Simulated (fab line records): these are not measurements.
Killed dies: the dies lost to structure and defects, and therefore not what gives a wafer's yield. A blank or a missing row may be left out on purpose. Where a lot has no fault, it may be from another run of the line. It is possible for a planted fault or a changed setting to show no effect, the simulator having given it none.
Chamber matching | flow nandHarc | 4 sister chambers for NHARC_A_BLC_STRIP_21 on rieDiel-12
The step strips in O2. 4 wafers are shown with their chamber, then 12 later ones without.

## WAFERS PAIRED WITH THEIR CHAMBERS
wafer  | chamber | drypumpMotorCurrentA (A)
L085.1 | 0       | 5.4
L085.2 | 2       | 5.4
L089.4 | 3       | 5.9
L089.5 | 1       | 6.4

## WAFERS WITHOUT THEIR CHAMBER
wafer  | drypumpMotorCurrentA (A)
L094.1 | 5.4
L094.3 | 6.4
L094.6 | 5.4
L090.1 | 6.3
L090.2 | 5.4
L090.6 | 5.3
L086.1 | 6.4
L086.3 | 5.9
L086.5 | 5.3
L096.1 | 6.3
L096.4 | 5.4
L096.5 | 5.9

## EACH ONE'S CHAMBER
wafer  | from the rows above     | in truth
L094.1 | can't be placed: 0 or 2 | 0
L094.3 | 1                       | 1
L094.6 | can't be placed: 0 or 2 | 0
L090.1 | 1                       | 1
L090.2 | can't be placed: 0 or 2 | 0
L090.6 | can't be placed: 0 or 2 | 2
L086.1 | 1                       | 1
L086.3 | 3                       | 3
L086.5 | can't be placed: 0 or 2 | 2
L096.1 | 1                       | 1
L096.4 | can't be placed: 0 or 2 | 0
L096.5 | 3                       | 3
Correctly placed: 6 of 12. Can't be placed from these rows: 6 (the true chamber is among the candidates in 6). Placed wrongly: 0.
How it was worked out, from the rows above alone: a wafer's distance from a chamber is the root of the sum, over the readings, of the square of ((its reading less the chamber's mean) divided by the reading's scatter). If the next closest chamber is less than 2 further off than the closest, the wafer can't be placed; otherwise it belongs to the closest. The mean given for a chamber averages the wafers shown for that chamber. The scatter: with one shown wafer a chamber, the root of the mean of the squares of how far each hidden wafer lies from its nearest shown one.
